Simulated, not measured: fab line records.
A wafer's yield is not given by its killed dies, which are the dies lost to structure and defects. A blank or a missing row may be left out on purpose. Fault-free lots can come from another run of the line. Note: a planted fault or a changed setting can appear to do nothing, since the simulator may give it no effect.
Which of the tools did it? | flow nandHarc | 24 lots with 72 wafers sampled at 6 steps, on a route of 1302 steps

== WHAT THE GAUGES READ, wafer by wafer ==
NHARC_P_M2_CD_MEAS_09: the cd target is 170 nm. Usual: 170.0 nm for cdNm, sd 0.48.
lot  | measured     | on       | cdNm (nm)         | flag
L074 | day 6 09:40  | cdSem-03 | 170.0 170.4 169.9 | 
L075 | day 6 17:37  | cdSem-03 | 170.8 170.4 170.2 | 
L076 | day 7 06:30  | cdSem-03 | 170.4 169.9 170.0 | 
L077 | day 7 21:41  | cdSem-02 | 168.9 169.1 168.7 | 
L078 | day 7 22:10  | cdSem-03 | 169.5 169.4 170.4 | 
L079 | day 8 07:20  | cdSem-01 | 170.4 170.3 171.1 | 
L080 | day 9 00:00  | cdSem-01 | 170.0 170.2 169.6 | 
L081 | day 9 05:02  | cdSem-01 | 170.2 170.3 170.4 | 
L082 | day 10 02:34 | cdSem-02 | 169.8 169.9 169.6 | 
L083 | day 10 06:37 | cdSem-01 | 170.0 170.5 169.8 | 
L084 | day 10 10:35 | cdSem-03 | 170.2 169.8 169.1 | 
L085 | day 10 23:20 | cdSem-01 | 169.4 170.5 169.6 | 
L086 | day 11 05:05 | cdSem-02 | 170.3 170.4 170.7 | 
L087 | day 11 15:59 | cdSem-02 | 169.7 170.6 170.1 | 
L089 | day 12 11:49 | cdSem-03 | 170.6 170.6 170.2 | 
L088 | day 12 12:47 | cdSem-02 | 169.1 170.7 170.1 | 
L090 | day 13 02:38 | cdSem-02 | 169.8 170.6 170.3 | 
L091 | day 13 06:23 | cdSem-01 | 169.4 169.7 169.2 | 
L092 | day 14 02:16 | cdSem-03 | 169.3 169.3 169.4 | 
L093 | day 14 06:50 | cdSem-02 | 170.4 170.1 170.6 | 
L094 | day 14 20:08 | cdSem-01 | 169.9 169.2 169.9 | 
L095 | day 14 21:52 | cdSem-02 | 170.3 170.0 170.4 | 
L096 | day 15 14:21 | cdSem-03 | 170.0 170.0 170.3 | 
L097 | day 16 07:29 | cdSem-03 | 170.0 169.8 169.3 | 

== EACH LOT AND THE TOOL THAT RAN IT (in order: tool; ch and the chambers of the sampled wafers; start) ==
lot  | NHARC_P_CONTACT_DEGAS_38    | NHARC_P_CONTACT_CMP_24        | NHARC_P_M1_DEGAS_29         | NHARC_P_M1_PRE_CLEAN_30                | NHARC_P_M1_PRE_CLEAN_32
L074 | pvdSputter-02, day 5 22:41  | cmp-01 ch 0,2,3, day 5 23:47  | pvdSputter-01, day 6 06:44  | pvdSputter-01, day 6 08:21 or earlier  | pecvd-03 ch 0,1,2, day 6 08:21
L075 | pvdSputter-03, day 6 07:01  | cmp-04 ch 2,3, day 6 08:08    | pvdSputter-03, day 6 14:48  | pvdSputter-03, day 6 16:26 or earlier  | pecvd-03 ch 0,2, day 6 16:26
L076 | pvdSputter-02, day 6 20:01  | cmp-04 ch 0,1,3, day 6 21:10  | pvdSputter-03, day 7 03:40  | pvdSputter-03, day 7 05:17 or earlier  | pecvd-02 ch 0,1,2, day 7 05:17
L077 | pvdSputter-01, day 7 11:05  | cmp-01 ch 0,1,2, day 7 12:13  | pvdSputter-02, day 7 18:46  | pvdSputter-02, day 7 20:25 or earlier  | pecvd-02 ch 0,1,2, day 7 20:25
L078 | pvdSputter-02, day 7 11:25  | cmp-01 ch 0,2,3, day 7 12:35  | pvdSputter-03, day 7 19:12  | pvdSputter-03, day 7 20:50 or earlier  | pecvd-01 ch 0,1, day 7 20:50
L079 | pvdSputter-01, day 7 20:52  | cmp-04 ch 0,1,3, day 7 22:00  | pvdSputter-02, day 8 04:32  | pvdSputter-02, day 8 06:09 or earlier  | pecvd-02 ch 0,1, day 8 06:09
L080 | pvdSputter-03, day 8 13:02  | cmp-04 ch 0,2,3, day 8 14:10  | pvdSputter-01, day 8 21:11  | pvdSputter-01, day 8 22:52 or earlier  | pecvd-01 ch 0,2, day 8 22:52
L081 | pvdSputter-03, day 8 18:11  | cmp-03 ch 0,2,3, day 8 19:17  | pvdSputter-01, day 9 01:59  | pvdSputter-01, day 9 03:42 or earlier  | pecvd-02 ch 1,2, day 9 03:42
L082 | pvdSputter-03, day 9 13:25  | cmp-03 ch 0,1,3, day 9 14:34  | pvdSputter-01, day 9 23:38  | pvdSputter-01, day 10 01:16 or earlier | pecvd-03 ch 0,2, day 10 01:16
L083 | pvdSputter-03, day 9 20:01  | cmp-01 ch 0,1,2, day 9 21:09  | pvdSputter-03, day 10 03:47 | pvdSputter-03, day 10 05:27 or earlier | pecvd-02 ch 0,1, day 10 05:27
L084 | pvdSputter-01, day 9 23:59  | cmp-01 ch 0,1,2, day 10 01:05 | pvdSputter-01, day 10 07:34 | pvdSputter-01, day 10 09:11 or earlier | pecvd-03 ch 1,2, day 10 09:11
L085 | pvdSputter-03, day 10 11:49 | cmp-04 ch 0,2,3, day 10 13:30 | pvdSputter-02, day 10 20:21 | pvdSputter-02, day 10 22:00 or earlier | pecvd-03 ch 1,2, day 10 22:00
L086 | pvdSputter-02, day 10 17:59 | cmp-03 ch 0,1,3, day 10 19:40 | pvdSputter-03, day 11 02:07 | pvdSputter-03, day 11 03:46 or earlier | pecvd-01 ch 1,2, day 11 03:46
L087 | pvdSputter-02, day 11 04:42 | cmp-04 ch 1,2,3, day 11 05:47 | pvdSputter-02, day 11 12:52 | pvdSputter-02, day 11 14:29 or earlier | pecvd-02 ch 0,1, day 11 14:29
L089 | pvdSputter-03, day 12 01:31 | cmp-03 ch 0,1,3, day 12 02:38 | pvdSputter-03, day 12 08:59 | pvdSputter-03, day 12 10:37 or earlier | pecvd-03 ch 1,2, day 12 10:37
L088 | pvdSputter-02, day 12 02:10 | cmp-01 ch 0,3, day 12 03:17   | pvdSputter-01, day 12 09:49 | pvdSputter-01, day 12 11:27 or earlier | pecvd-01 ch 0,2, day 12 11:27
L090 | pvdSputter-03, day 12 15:53 | cmp-01 ch 0,2,3, day 12 17:02 | pvdSputter-03, day 12 23:40 | pvdSputter-03, day 13 01:19 or earlier | pecvd-02 ch 0,1,2, day 13 01:19
L091 | pvdSputter-03, day 12 19:43 | cmp-04 ch 0,2,3, day 12 20:50 | pvdSputter-01, day 13 03:35 | pvdSputter-01, day 13 05:11 or earlier | pecvd-03 ch 1,2, day 13 05:11
L092 | pvdSputter-02, day 13 15:45 | cmp-01 ch 0,1,3, day 13 16:54 | pvdSputter-01, day 13 23:29 | pvdSputter-01, day 14 01:07 or earlier | pecvd-03 ch 0,1, day 14 01:07
L093 | pvdSputter-02, day 13 20:14 | cmp-03 ch 2,3, day 13 21:20   | pvdSputter-02, day 14 03:51 | pvdSputter-02, day 14 05:41 or earlier | pecvd-03 ch 0,1,2, day 14 05:41
L094 | pvdSputter-02, day 14 09:29 | cmp-01 ch 0,2,3, day 14 10:35 | pvdSputter-02, day 14 17:18 | pvdSputter-02, day 14 18:56 or earlier | pecvd-02 ch 1,2, day 14 18:56
L095 | pvdSputter-02, day 14 11:21 | cmp-03 ch 0,1, day 14 12:28   | pvdSputter-01, day 14 19:03 | pvdSputter-01, day 14 20:41 or earlier | pecvd-03 ch 0,1,2, day 14 20:41
L096 | pvdSputter-01, day 15 03:50 | cmp-01 ch 0,3, day 15 04:58   | pvdSputter-01, day 15 11:30 | pvdSputter-01, day 15 13:10 or earlier | pecvd-03 ch 0,1,2, day 15 13:10
L097 | pvdSputter-02, day 15 21:09 | cmp-01 ch 0,1,2, day 15 22:16 | pvdSputter-01, day 16 04:40 | pvdSputter-01, day 16 06:17 or earlier | pecvd-02 ch 0,1,2, day 16 06:17
- NHARC_P_CONTACT_DEGAS_38: time 60 s.
- NHARC_P_CONTACT_CMP_24: polishes, t overpolish 30 s, target thk 200 nm.
- NHARC_P_M1_DEGAS_29: time 60 s.
- NHARC_P_M1_PRE_CLEAN_30: time 30 s.
- NHARC_P_M1_PRE_CLEAN_32: time 12 s.

== AS READ BY THE TOOLS THEMSELVES (means over the sampled wafers that have a number; for cases with no such wafer, the mark the record gives instead) ==
NHARC_P_CONTACT_DEGAS_38. Usual: 488 W for heaterPowerW, sd 45.
lot  | tool          | heaterPowerW (W) | flag
L074 | pvdSputter-02 | 459              | 
L075 | pvdSputter-03 | 494              | 
L076 | pvdSputter-02 | 510              | 
L077 | pvdSputter-01 | 512              | 
L078 | pvdSputter-02 | 446              | 
L079 | pvdSputter-01 | 519              | 
L080 | pvdSputter-03 | 477              | 
L081 | pvdSputter-03 | 494              | 
L082 | pvdSputter-03 | 474              | 
L083 | pvdSputter-03 | 472              | 
L084 | pvdSputter-01 | 497              | 
L085 | pvdSputter-03 | 489              | 
L086 | pvdSputter-02 | 453              | 
L087 | pvdSputter-02 | 489              | 
L089 | pvdSputter-03 | 521              | 
L088 | pvdSputter-02 | 446              | 
L090 | pvdSputter-03 | 464              | 
L091 | pvdSputter-03 | 505              | 
L092 | pvdSputter-02 | 485              | 
L093 | pvdSputter-02 | 461              | 
L094 | pvdSputter-02 | 444              | 
L095 | pvdSputter-02 | 454              | 
L096 | pvdSputter-01 | 489              | 
L097 | pvdSputter-02 | 491              | 

NHARC_P_CONTACT_CMP_24. Usual: motorCurrentA 12.6 A, standard deviation 1.2; overpolishRunS 30.000 s, standard deviation 0.0086; timeToEndpointS 40.4 s, standard deviation 2.3.
lot  | tool   | motorCurrentA (A) | overpolishRunS (s) | timeToEndpointS (s) | flag
L074 | cmp-01 | 12.7              | 29.993             | 40.2                | 
L075 | cmp-04 | 13.3              | 29.993             | 43.0                | 
L076 | cmp-04 | 12.3              | 29.997             | 40.7                | 
L077 | cmp-01 | 12.0              | 30.014             | 37.7                | 
L078 | cmp-01 | 12.6              | 30.004             | 41.0                | 
L079 | cmp-04 | 12.7              | 29.998             | 38.8                | 
L080 | cmp-04 | 11.9              | 29.999             | 38.6                | 
L081 | cmp-03 | 11.9              | 30.000             | 42.3                | 
L082 | cmp-03 | 12.9              | 29.988             | 43.0                | 
L083 | cmp-01 | 11.8              | 29.997             | 39.5                | 
L084 | cmp-01 | 11.7              | 30.010             | 37.8                | 
L085 | cmp-04 | 12.1              | 30.003             | 40.0                | 
L086 | cmp-03 | 12.9              | 29.991             | 41.9                | 
L087 | cmp-04 | 13.1              | 30.004             | 38.5                | 
L089 | cmp-03 | 13.0              | 29.999             | 42.6                | 
L088 | cmp-01 | 13.9              | 30.002             | 38.7                | 
L090 | cmp-01 | 12.6              | 30.002             | 39.8                | 
L091 | cmp-04 | 12.3              | 30.000             | 41.0                | 
L092 | cmp-01 | 12.8              | 30.003             | 37.9                | 
L093 | cmp-03 | 11.6              | 30.009             | 42.3                | 
L094 | cmp-01 | 12.4              | 29.999             | 40.8                | 
L095 | cmp-03 | 13.3              | 30.003             | 41.8                | 
L096 | cmp-01 | 13.4              | 29.998             | 42.1                | 
L097 | cmp-01 | 12.2              | 30.006             | 41.7                | 

NHARC_P_M1_DEGAS_29. Usual: 351 W for heaterPowerW, sd 26.
lot  | tool          | heaterPowerW (W) | flag
L074 | pvdSputter-01 | 359              | 
L075 | pvdSputter-03 | 342              | 
L076 | pvdSputter-03 | 338              | 
L077 | pvdSputter-02 | 328              | 
L078 | pvdSputter-03 | 337              | 
L079 | pvdSputter-02 | 351              | 
L080 | pvdSputter-01 | 373              | 
L081 | pvdSputter-01 | 369              | 
L082 | pvdSputter-01 | 377              | 
L083 | pvdSputter-03 | 357              | 
L084 | pvdSputter-01 | 357              | 
L085 | pvdSputter-02 | 319              | 
L086 | pvdSputter-03 | 338              | 
L087 | pvdSputter-02 | 351              | 
L089 | pvdSputter-03 | 356              | 
L088 | pvdSputter-01 | 355              | 
L090 | pvdSputter-03 | 354              | 
L091 | pvdSputter-01 | 335              | 
L092 | pvdSputter-01 | 345              | 
L093 | pvdSputter-02 | 315              | 
L094 | pvdSputter-02 | 337              | 
L095 | pvdSputter-01 | 362              | 
L096 | pvdSputter-01 | 342              | 
L097 | pvdSputter-01 | 355              | 

NHARC_P_M1_PRE_CLEAN_30. Usual: 431 W for heaterPowerW, sd 34.
lot  | tool          | heaterPowerW (W) | flag
L074 | pvdSputter-01 | 438              | 
L075 | pvdSputter-03 | 420              | 
L076 | pvdSputter-03 | 418              | 
L077 | pvdSputter-02 | 453              | 
L078 | pvdSputter-03 | 422              | 
L079 | pvdSputter-02 | 401              | 
L080 | pvdSputter-01 | 445              | 
L081 | pvdSputter-01 | 447              | 
L082 | pvdSputter-01 | 452              | 
L083 | pvdSputter-03 | 440              | 
L084 | pvdSputter-01 | 438              | 
L085 | pvdSputter-02 | 430              | 
L086 | pvdSputter-03 | 429              | 
L087 | pvdSputter-02 | 451              | 
L089 | pvdSputter-03 | 406              | 
L088 | pvdSputter-01 | 423              | 
L090 | pvdSputter-03 | 459              | 
L091 | pvdSputter-01 | 418              | 
L092 | pvdSputter-01 | 420              | 
L093 | pvdSputter-02 | 405              | 
L094 | pvdSputter-02 | 421              | 
L095 | pvdSputter-01 | 436              | 
L096 | pvdSputter-01 | 417              | 
L097 | pvdSputter-01 | 417              | 

NHARC_P_M1_PRE_CLEAN_32. Usual: heaterPowerOuterW 380 W, standard deviation 50; heaterPowerW 665 W, standard deviation 78.
lot  | tool     | heaterPowerOuterW (W) | heaterPowerW (W) | flag
L074 | pecvd-03 | 405                   | 702              | 
L075 | pecvd-03 | 356                   | 639              | 
L076 | pecvd-02 | 352                   | 630              | 
L077 | pecvd-02 | 345                   | 616              | 
L078 | pecvd-01 | 390                   | 643              | 
L079 | pecvd-02 | 376                   | 674              | 
L080 | pecvd-01 | 352                   | 581              | 
L081 | pecvd-02 | 362                   | 616              | 
L082 | pecvd-03 | 378                   | 652              | 
L083 | pecvd-02 | 384                   | 696              | 
L084 | pecvd-03 | 363                   | 634              | 
L085 | pecvd-03 | 396                   | 678              | 
L086 | pecvd-01 | 305                   | 544              | 
L087 | pecvd-02 | 412                   | 739              | 
L089 | pecvd-03 | 360                   | 631              | 
L088 | pecvd-01 | 335                   | 569              | 
L090 | pecvd-02 | 382                   | 667              | 
L091 | pecvd-03 | 389                   | 666              | 
L092 | pecvd-03 | 392                   | 699              | 
L093 | pecvd-03 | 418                   | 720              | 
L094 | pecvd-02 | 394                   | 683              | 
L095 | pecvd-03 | 408                   | 687              | 
L096 | pecvd-03 | 423                   | 730              | 
L097 | pecvd-02 | 369                   | 659              | 

== THE ANSWER, worked out from the rows above alone ==
Rule: take the mean of a lot's wafers that have a number; if it is more than 3 standard deviations from the usual mean, the lot is off. Also off: a lot with no number at a reading for which 4 or more lots have one. Where the step has rows for the other lots, those lots are counted as sound. First the gauges in route order, then the tools' own readings, where a lot's mean is used as printed above. At the first step where some lot is off, the reading lying furthest off is the one used; lots without a number count as furthest.
Nothing can be told from this: no lot is off at any reading shown.

== WHAT HAD BEEN PUT IN BY THE SIMULATOR ==
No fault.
